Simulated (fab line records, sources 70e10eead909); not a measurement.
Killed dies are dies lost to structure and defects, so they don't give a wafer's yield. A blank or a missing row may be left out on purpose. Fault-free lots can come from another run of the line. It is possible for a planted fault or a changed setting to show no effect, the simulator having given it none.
What tool caused it? :: flow nand_harc :: 36 wafers from 12 lots sampled at 3 of the route's 1159 steps

## WHAT EACH GAUGE READ, for each wafer
NHARC_A_SGD_CUT_INSPECT_11.
lot: L077
measured: day 16 11:53
on: defect_inspect-02
raw_defect_count: 16 20 21

lot: L076
measured: day 16 17:59
on: defect_inspect-01
raw_defect_count: 3 6 8

lot: L080
measured: day 17 03:01
on: defect_inspect-01
raw_defect_count: 17 21 20

lot: L082
measured: day 17 10:40
on: defect_inspect-02
raw_defect_count: 13 16 8

lot: L081
measured: day 17 12:17
on: defect_inspect-02
raw_defect_count: 20 19 24

lot: L087
measured: day 17 14:40
on: defect_inspect-01
raw_defect_count: 29 28 26

lot: L088
measured: day 18 04:08
on: defect_inspect-01
raw_defect_count: 9 13 12

lot: L086
measured: day 18 15:27
on: defect_inspect-01
raw_defect_count: 21 24 29

lot: L092
measured: day 18 12:01
on: defect_inspect-02
raw_defect_count: 9 16 10

lot: L093
measured: day 18 12:29
on: defect_inspect-02
raw_defect_count: 47 30 45

lot: L095
measured: day 18 11:39
on: defect_inspect-01
raw_defect_count: 26 38 29

lot: L097
measured: day 19 14:28
on: defect_inspect-02
raw_defect_count: 13 14 13

## TOOL THAT RAN EACH LOT (tool first, then ch and the chambers of the sampled wafers, then the start)
lot: L077
NHARC_A_STAIRCASE_ETCH_453: rie_diel-11 ch 0,1,2, day 16 07:49 or earlier
NHARC_A_STAIRCASE_STRIP_446: plasma_asher-01 ch 0,1, day 16 07:49

lot: L076
NHARC_A_STAIRCASE_ETCH_453: rie_diel-11 ch 0,2, day 16 14:33 or earlier
NHARC_A_STAIRCASE_STRIP_446: plasma_asher-01 ch 0,1, day 16 14:33

lot: L080
NHARC_A_STAIRCASE_ETCH_453: rie_diel-05 ch 0,1,2, day 16 23:38 or earlier
NHARC_A_STAIRCASE_STRIP_446: plasma_asher-02 ch 0,1, day 16 23:38

lot: L082
NHARC_A_STAIRCASE_ETCH_453: rie_diel-11 ch 0,2,3, day 17 06:49 or earlier
NHARC_A_STAIRCASE_STRIP_446: plasma_asher-02 ch 0,1, day 17 06:49

lot: L081
NHARC_A_STAIRCASE_ETCH_453: rie_diel-11 ch 1,2,3, day 17 08:01 or earlier
NHARC_A_STAIRCASE_STRIP_446: plasma_asher-02 ch 0,1, day 17 08:01

lot: L087
NHARC_A_STAIRCASE_ETCH_453: rie_diel-11 ch 1,2,3, day 17 11:02 or earlier
NHARC_A_STAIRCASE_STRIP_446: plasma_asher-02 ch 0,1, day 17 11:02

lot: L088
NHARC_A_STAIRCASE_ETCH_453: rie_diel-04 ch 1,2,3, day 18 00:37 or earlier
NHARC_A_STAIRCASE_STRIP_446: plasma_asher-01 ch 0,1, day 18 00:37

lot: L086
NHARC_A_STAIRCASE_ETCH_453: rie_diel-04 ch 0,1,3, day 18 11:58 or earlier
NHARC_A_STAIRCASE_STRIP_446: plasma_asher-01 ch 0,1, day 18 11:58

lot: L092
NHARC_A_STAIRCASE_ETCH_453: rie_diel-05 ch 0,2, day 18 07:32 or earlier
NHARC_A_STAIRCASE_STRIP_446: plasma_asher-01 ch 0,1, day 18 07:32

lot: L093
NHARC_A_STAIRCASE_ETCH_453: rie_diel-05 ch 1,2, day 18 08:07 or earlier
NHARC_A_STAIRCASE_STRIP_446: plasma_asher-01 ch 0,1, day 18 08:07

lot: L095
NHARC_A_STAIRCASE_ETCH_453: rie_diel-11 ch 1,2,3, day 18 07:49 or earlier
NHARC_A_STAIRCASE_STRIP_446: plasma_asher-01 ch 0,1, day 18 07:49

lot: L097
NHARC_A_STAIRCASE_ETCH_453: rie_diel-11 ch 0,1,3, day 19 10:57 or earlier
NHARC_A_STAIRCASE_STRIP_446: plasma_asher-02 ch 0,1, day 19 10:57
- NHARC_A_STAIRCASE_ETCH_453: etches the open film in CF4/O2, target depth 30 nm, overetch 3 nm, time 16.5 s.
- NHARC_A_STAIRCASE_STRIP_446: strips in O2.

## THE ANSWER, worked out from the rows above alone
Rule: usual is defined by the lots themselves. Put in order of their means at a reading, lots are off if they are a third of the lots or fewer, leave a main group of 4 or more, and stand apart from it by a gap of 3 or more times the standard deviation of the main group's means; of several such gaps the widest counts. If all means in a main group match to the digits the tables above print for the reading, that group is not used. A lot without any number at a reading at which 4 lots or more have one is off too. Where the step has rows for the other lots, those lots are counted as sound.
Across all readings shown, no lot is off: no conclusion can be drawn from this.

## WHAT HAD BEEN PUT IN BY THE SIMULATOR
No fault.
